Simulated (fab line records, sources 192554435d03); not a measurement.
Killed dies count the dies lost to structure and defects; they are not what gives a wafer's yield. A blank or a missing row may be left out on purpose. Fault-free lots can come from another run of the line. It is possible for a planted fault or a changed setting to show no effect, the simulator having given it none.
Chamber matching -- flow n5 finfet -- N5_BEOL_M6_PECVD_70 on pecvd-03: 3 sister chambers
The step deposits SiO2 from TEOS/O2, target thk 20 nm, time 22.7 s. 18 wafers are shown with their chamber, then 9 later ones without.

## WAFERS WITH THEIR CHAMBER
wafer,chamber,throttle valve pct (%),heater power w (W),showerhead plenum p Torr (Torr)
L173.3,0,22.8,666,8.82
L173.4,1,23.5,729,8.79
L173.6,0,22.7,646,8.84
L175.1,2,21.4,602,8.79
L175.2,1,23.4,689,8.79
L175.5,2,21.3,608,8.81
L181.1,0,22.7,751,8.82
L181.2,1,23.6,627,8.79
L181.5,2,21.6,537,8.85
L185.1,0,22.7,709,8.82
L185.4,0,22.8,706,8.82
L185.5,1,23.5,676,8.77
L186.1,0,22.7,616,8.84
L186.3,1,23.5,731,8.78
L186.6,2,21.3,621,8.80
L187.3,1,23.3,700,8.80
L187.4,1,23.5,697,8.79
L187.6,2,22.0,576,8.82

SIGNATURES (means of the wafers above)
reading,chamber 0,chamber 1,chamber 2,scatter within a chamber
throttle valve pct,22.733,23.471,21.520,0.166
heater power w,682.33,692.71,588.80,39.9
showerhead plenum p Torr,8.8267,8.7871,8.8140,0.0146
Rule: a wafer lies at a distance from a chamber equal to the root of the sum of squares, over the readings, of (its reading less the chamber's mean, divided by the reading's scatter). If the next closest chamber is less than 2 further off than the closest, the wafer can't be placed; otherwise it belongs to the closest. How the scatter is found: for the shown wafers, subtract from each reading the mean of its chamber, square and add these, divide the total by (wafers less chambers), then take the root.

## WAFERS WITHOUT THEIR CHAMBER
wafer,throttle valve pct (%),heater power w (W),showerhead plenum p Torr (Torr)
L189.2,21.7,613,8.79
L189.3,23.5,686,8.78
L189.5,21.7,606,8.81
L192.2,22.8,751,8.85
L192.4,23.7,621,8.77
L192.6,22.9,737,8.83
L193.1,23.5,711,8.82
L193.3,22.8,739,8.85
L193.5,21.5,600,8.81

## CHAMBER TAKEN BY EACH
wafer,from the rows above,in truth
L189.2,2,2
L189.3,1,1
L189.5,2,2
L192.2,0,0
L192.4,1,1
L192.6,0,0
L193.1,1,1
L193.3,0,0
L193.5,2,2
9 of 9 placed correctly. Number that these rows cannot place: 0. Wrongly placed: 0.
